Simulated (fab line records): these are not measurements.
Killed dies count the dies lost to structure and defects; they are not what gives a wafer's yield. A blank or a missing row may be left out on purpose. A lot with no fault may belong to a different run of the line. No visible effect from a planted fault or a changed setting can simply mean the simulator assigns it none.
What tool caused it? | flow n5-finfet | route of 1938 steps, sampled at 1 step: 11 lots, 33 wafers

## WHAT THE GAUGES READ, wafer by wafer
N5_FIN_SAQP_INSPECT_40: inspects for defects (brightfield).
lot  | measured    | on                | raw-defect-count
L075 | day 2 10:01 | defect-inspect-01 | 214 214 150
L077 | day 2 20:34 | defect-inspect-02 | 261 218 246
L079 | day 3 09:02 | defect-inspect-02 | 181 143 178
L081 | day 3 20:20 | defect-inspect-01 | 241 282 201
L083 | day 4 08:17 | defect-inspect-02 | 288 284 271
L085 | day 4 23:02 | defect-inspect-02 | 209 204 221
L087 | day 5 11:04 | defect-inspect-01 | 353 279 247
L090 | day 6 02:24 | defect-inspect-02 | 320 265 287
L092 | day 6 13:39 | defect-inspect-01 | 163 250 242
L094 | day 7 02:53 | defect-inspect-02 | 201 263 227
L096 | day 7 14:18 | defect-inspect-02 | 221 272 248

## WHICH TOOL RAN EACH LOT (tool, then ch and the chambers of the sampled wafers, then the start)
No process step before these readings appears in the record.

## THE ANSWER, worked out from the rows above alone
Rule: the lots themselves supply what counts as usual. Put in order of their means at a reading, lots are off if they are a third of the lots or fewer, leave a main group of 4 or more, and stand apart from it by a gap of 3 or more times the standard deviation of the main group's means; of several such gaps the widest counts. A main group whose means are all the same, to the digits that the tables above print for the reading, isn't used. A lot without any number at a reading at which 4 lots or more have one is off too. The other lots that the step has rows for count as sound.
No lot is off on any of the readings shown, so nothing can be concluded from this.

## WHAT WAS PUT IN BY THE SIMULATOR
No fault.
